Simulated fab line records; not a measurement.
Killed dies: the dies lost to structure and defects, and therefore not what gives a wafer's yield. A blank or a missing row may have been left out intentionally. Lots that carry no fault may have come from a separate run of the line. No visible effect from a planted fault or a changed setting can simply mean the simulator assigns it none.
Struck lot and sound lot, side by side :: flow n5_finfet :: 15 out of 1938 route steps
Sound: the wafers L706.2, L706.4, L706.5. Struck: wafer L720.1 (L720.3, L720.6, from the same lot, were not struck and are left out); the cause is given at the end.
Each step with rows lists, per side, the tool, then ch with its chambers, then its first start. Under that, the readings that differ: sound wafers :: struck wafers :: difference of the means :: sigmas: that difference in standard deviations of wafers without a fault.
alike: a reading whose means differ by less than 2 such deviations, as well as words and numbers matching on both sides. not compared: withheld readings; readings where some wafer has no value; bounds like >300 that might hide an equal value; numbers whose values overlap and for which the record gives no deviation.
A row with sigmas, a row that says differs or no value, or rows on one side alone: a step with any of these is where the two part. When numbers do not overlap yet have no deviation, they are printed without sigmas and do not part them. A reading missing from all wafers of one side parts the sides only when that side holds two or more wafers.

N5_BEOL_M4_SPUTTER_90: material Cu, target thk 4.5 nm, time 8.29 s.
  sound: pvd_sputter-02 at day 9 06:06; struck: pvd_sputter-03 at day 13 06:10
  alike: throttle_valve_pct
N5_BEOL_M4_ANNEAL_91: time 240 s.
  sound: pvd_sputter-02 at day 9 06:11; struck: pvd_sputter-03 at day 13 06:14
  alike: heater_power_w
then, 1 step without rows for these wafers: N5_BEOL_M4_SPUTTER_92 (material Cu, target thk 4.5 nm, time 8.29 s).
N5_BEOL_M4_ANNEAL_93: time 240 s.
  sound: pvd_sputter-02 at day 9 06:24; struck: pvd_sputter-03 at day 13 06:28
  alike: heater_power_w
N5_BEOL_M4_SPUTTER_94: material Cu, target thk 4.5 nm, time 8.29 s.
  sound: pvd_sputter-02 at day 9 06:32; struck: pvd_sputter-03 at day 13 06:36
  alike: throttle_valve_pct
then, 1 step without rows for these wafers: N5_BEOL_M4_ANNEAL_95 (time 240 s).
N5_BEOL_M4_SPUTTER_96: material Cu, target thk 4.5 nm, time 8.29 s.
  sound: pvd_sputter-02 at day 9 06:46; struck: pvd_sputter-03 at day 13 06:49
  alike: throttle_valve_pct
then, 3 steps without rows for these wafers: N5_BEOL_M4_ECD_50 (material Cu, target thk 300 nm); N5_BEOL_M4_ANNEAL_51 (time 90 s); N5_BEOL_M4_CMP_52 (polishes, stops on SiOC, t overpolish 6.8 s, target thk 40 nm).
N5_BEOL_M4_THK_MEAS_53: measures by xrf.
  sound: film_metro-02 at day 9 07:34; struck: film_metro-01 at day 13 07:40
  alike: M4_THK
then, 1 step without rows for these wafers: N5_BEOL_M4_PRE_CLEAN_60 (time 15 s).
N5_BEOL_M4_CO_CAP_55: material Co, precursor CCTBA/H2, target thk 2 nm, time 102.1 s.
  sound on cvd_co-01 ch 0,1,2, day 9 07:38; struck on cvd_co-01 ch 0, day 13 07:45
reading: run_length_s (s)
sound: 124.7 125.1 124.5
struck: 166.0
difference: +41.2
sigmas: +99 or more

reading: model.Co_of_BEOL_M4_CO_CAP_55.thk_nm (nm)
sound: 2.2 2 2.2
struck: 2.8
difference: +0.7
sigmas: 
  alike: chamber_pressure_Torr, heater_power_w
then, 1 step without rows for these wafers: N5_BEOL_M4_PRE_CLEAN_56 (time 15 s).
N5_BEOL_M4_RC_MEAS_101:
  sound on prober-01 ch 0, day 9 08:05; struck on prober-01 ch 0, day 13 07:59
  alike: DIBL_N, DIBL_P, IOFF_N, IOFF_P, ION_N, ION_P, SS_N, SS_P, VT_N, VT_P

== WHERE THEY PART ==
At N5_BEOL_M4_CO_CAP_55 and nowhere else, as far as this record goes. Later steps at which nothing parts them and some readings are alike: N5_BEOL_M4_RC_MEAS_101.

WHY: whatever the simulator had introduced
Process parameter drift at N5_BEOL_M4_CO_CAP_55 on cvd_co-01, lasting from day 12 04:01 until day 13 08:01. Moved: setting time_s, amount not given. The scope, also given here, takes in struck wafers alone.
